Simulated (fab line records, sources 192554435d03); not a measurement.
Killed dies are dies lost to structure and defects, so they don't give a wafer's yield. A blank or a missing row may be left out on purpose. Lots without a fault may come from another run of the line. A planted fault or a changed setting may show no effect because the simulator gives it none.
Chamber matching | flow n5_finfet | N5_BEOL_M2_DESCUM_16 on rie_diel-05: 4 sister chambers
The step chemistry O2, time 7 s. 14 wafers are shown with their chamber, then 7 later ones without.

WAFERS WITH THEIR CHAMBER
wafer  | chamber | showerhead_plenum_p_Torr (Torr) | throttle_valve_pct (%) | oes_product_au (a.u.)
L074.2 | 1       | 2.04                            | 20.17                  | 0.82
L074.4 | 2       | 1.94                            | 20.93                  | 0.79
L074.5 | 0       | 1.97                            | 20.36                  | 0.73
L081.3 | 1       | 2.03                            | 20.19                  | 0.79
L081.4 | 0       | 1.96                            | 20.38                  | 0.71
L081.6 | 2       | 1.94                            | 20.96                  | 0.77
L083.2 | 2       | 1.93                            | 20.95                  | 0.77
L083.5 | 1       | 2.03                            | 20.19                  | 0.78
L083.6 | 2       | 1.93                            | 20.95                  | 0.77
L087.1 | 1       | 2.03                            | 20.21                  | 0.78
L087.2 | 3       | 2.15                            | 20.47                  | 0.69
L087.4 | 0       | 1.96                            | 20.39                  | 0.70
L089.1 | 3       | 2.15                            | 20.48                  | 0.69
L089.4 | 1       | 2.03                            | 20.23                  | 0.78

SIGNATURES (means of the wafers above)
reading                  | chamber 0 | chamber 1 | chamber 2 | chamber 3 | scatter within a chamber
showerhead_plenum_p_Torr | 1.9633    | 2.0320    | 1.9350    | 2.1500    | 0.00497
throttle_valve_pct       | 20.3767   | 20.1980   | 20.9475   | 20.4750   | 0.0175
oes_product_au           | 0.7133    | 0.7900    | 0.7750    | 0.6900    | 0.014
Rule: a wafer's distance from a chamber is the root of the sum, over the readings, of the square of ((its reading less the chamber's mean) divided by the reading's scatter). The wafer belongs to the nearest chamber; if the next one is less than 2 further off, it can't be placed. The scatter: the root of (the sum of the squares of (reading less its chamber's mean) over the shown wafers, divided by (wafers less chambers)).

WAFERS WITHOUT THEIR CHAMBER
wafer  | showerhead_plenum_p_Torr (Torr) | throttle_valve_pct (%) | oes_product_au (a.u.)
L089.6 | 2.15                            | 20.46                  | 0.69
L092.2 | 2.14                            | 20.49                  | 0.69
L092.4 | 2.02                            | 20.23                  | 0.77
L092.6 | 2.14                            | 20.47                  | 0.69
L096.2 | 2.02                            | 20.24                  | 0.75
L096.4 | 2.14                            | 20.49                  | 0.68
L096.6 | 1.93                            | 20.99                  | 0.74

WHICH CHAMBER EACH WENT THROUGH
wafer  | from the rows above | in truth
L089.6 | 3                   | 3
L092.2 | 3                   | 3
L092.4 | 1                   | 1
L092.6 | 3                   | 3
L096.2 | 1                   | 1
L096.4 | 3                   | 3
L096.6 | 2                   | 2
Placed correctly: 7 of 7. Can't be placed from these rows: 0. Placed wrongly: 0.
